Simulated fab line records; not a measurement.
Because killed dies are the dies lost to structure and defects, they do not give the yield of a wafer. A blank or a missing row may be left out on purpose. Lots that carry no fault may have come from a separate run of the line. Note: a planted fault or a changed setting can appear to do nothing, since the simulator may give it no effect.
Which tool was responsible? ; flow n5Finfet ; 10 lots with 30 wafers sampled at 5 steps, on a route of 1938 steps

WHAT EACH GAUGE READ, for each wafer
N5_BEOL_M4_RC_MEAS_101.
lot;measured;on;DIBL_N (mV/V)
L756;day 8 23:14;prober-01;35.8 36.4 36.6
L758;day 9 08:35;prober-02;35.7 35.7 35.1
L761;day 10 03:15;prober-02;36.5 37.6 37.4
L762;day 10 11:20;prober-02;37.7 35.7 34.8
L764;day 11 00:10;prober-02;35.2 34.1 35.6
L765;day 11 01:20;prober-02;34.1 35.7 36.3
L767;day 11 16:05;prober-01;35.6 35.8 37.4
L766;day 11 20:35;prober-01;36.5 36.3 35.8
L771;day 12 11:26;prober-01;35.3 34.3 34.0
L775;day 14 06:29;prober-02;34.8 33.8 35.4

TOOL THAT RAN EACH LOT (tool first, then ch and the chambers of the sampled wafers, then the start)
lot;N5_BEOL_M2_PRE_CLEAN_45;N5_BEOL_M2_SPUTTER_48;N5_BEOL_M2_SPUTTER_79;N5_BEOL_M2_ANNEAL_80
L756;pvdSputter-01, day 7 20:18;pvdSputter-01, day 7 20:55;pvdSputter-01, day 7 21:08;pvdSputter-01, day 7 21:13
L758;pvdSputter-01, day 8 05:42;pvdSputter-01, day 8 06:16;pvdSputter-01, day 8 06:29;pvdSputter-01, day 8 06:34
L761;pvdSputter-02, day 9 00:25;pvdSputter-02, day 9 01:02;pvdSputter-02, day 9 01:16;pvdSputter-02, day 9 01:20
L762;pvdSputter-02, day 9 08:56;pvdSputter-02, day 9 09:59;pvdSputter-02, day 9 10:13;pvdSputter-02, day 9 10:17
L764;pvdSputter-03, day 9 20:09;pvdSputter-02, day 9 21:17;pvdSputter-02, day 9 21:30;pvdSputter-02, day 9 21:35
L765;pvdSputter-01, day 9 22:19;pvdSputter-01, day 9 22:58;pvdSputter-01, day 9 23:11;pvdSputter-01, day 9 23:16
L767;pvdSputter-02, day 10 11:45;pvdSputter-02, day 10 12:40;pvdSputter-02, day 10 12:53;pvdSputter-02, day 10 12:58
L766;pvdSputter-02, day 10 14:33;pvdSputter-01, day 10 15:07;pvdSputter-01, day 10 15:20;pvdSputter-01, day 10 15:25
L771;pvdSputter-02, day 11 11:23;pvdSputter-01, day 11 12:54;pvdSputter-01, day 11 13:07;pvdSputter-01, day 11 13:12
L775;pvdSputter-03, day 13 10:31;pvdSputter-03, day 13 11:22;pvdSputter-03, day 13 11:35;pvdSputter-03, day 13 11:40
- N5_BEOL_M2_PRE_CLEAN_45: time 30 s.
- N5_BEOL_M2_SPUTTER_48: material Cu, target thk 4.5 nm, time 8.29 s.
- N5_BEOL_M2_SPUTTER_79: material Cu, target thk 4.5 nm, time 8.29 s.
- N5_BEOL_M2_ANNEAL_80: time 240 s.

THE ANSWER, worked out from the rows above alone
Rule: what is usual is taken from the lots themselves. The widest of any qualifying gaps counts: lots, ordered by their means at a reading, are off when they make up no more than a third of the lots, leave a main group of 4 or more, and stand apart from it by 3 or more times the standard deviation of that group's means. If all means in a main group match to the digits the tables above print for the reading, that group is not used. Also off: a lot with no number at a reading for which 4 or more lots have one. The other lots that the step has rows for count as sound.
None of the lots is off at any reading shown; this tells nothing.

WHAT THE SIMULATOR HAD INSERTED
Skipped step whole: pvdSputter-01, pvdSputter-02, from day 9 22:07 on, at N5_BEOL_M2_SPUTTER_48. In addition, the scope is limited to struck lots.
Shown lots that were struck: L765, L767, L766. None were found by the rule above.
